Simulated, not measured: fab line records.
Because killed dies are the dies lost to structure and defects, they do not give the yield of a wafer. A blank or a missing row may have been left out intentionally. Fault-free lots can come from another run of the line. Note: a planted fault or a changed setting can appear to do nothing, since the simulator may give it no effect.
Chamber matching | flow nand harc | NHARC_P_M0_CMP_23 on cmp-02: 4 sister chambers
The step polishes, t overpolish 20 s, target thk 117.53 nm. 4 wafers are shown with their chamber, then 8 later ones without.

## WAFERS WITH THEIR CHAMBER
wafer  | chamber | motor current A (A)
L080.2 | 1       | 12.6
L088.3 | 0       | 12.3
L088.4 | 3       | 11.1
L090.1 | 2       | 12.8

## WAFERS WITHOUT THEIR CHAMBER
wafer  | motor current A (A)
L090.2 | 11.9
L090.6 | 12.3
L092.2 | 12.1
L092.3 | 12.7
L092.6 | 11.9
L096.1 | 12.6
L096.3 | 11.5
L096.4 | 12.0

## WHICH CHAMBER EACH ONE RAN IN
wafer  | from the rows above               | in truth
L090.2 | can't be placed: 0 or 1 or 3 or 2 | 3
L090.6 | can't be placed: 0 or 1 or 2      | 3
L092.2 | can't be placed: 0 or 1 or 2      | 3
L092.3 | can't be placed: 1 or 2 or 0      | 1
L092.6 | can't be placed: 0 or 1 or 3 or 2 | 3
L096.1 | can't be placed: 1 or 2 or 0      | 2
L096.3 | can't be placed: 3 or 0           | 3
L096.4 | can't be placed: 0 or 1 or 2      | 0
Correctly placed: 0 of 8. Unplaceable from these rows: 8, with the true chamber sitting among the candidates in 6. Placed wrongly: 0.
How it was worked out, from the rows above alone: a wafer's distance from a chamber is the root of the sum, over the readings, of the square of ((its reading less the chamber's mean) divided by the reading's scatter). If the next closest chamber is less than 2 further off than the closest, the wafer can't be placed; otherwise it belongs to the closest. The mean given for a chamber averages the wafers shown for that chamber. The scatter (one wafer shown for each chamber): square how far every hidden wafer sits from the nearest shown wafer, average those squares and take the square root.
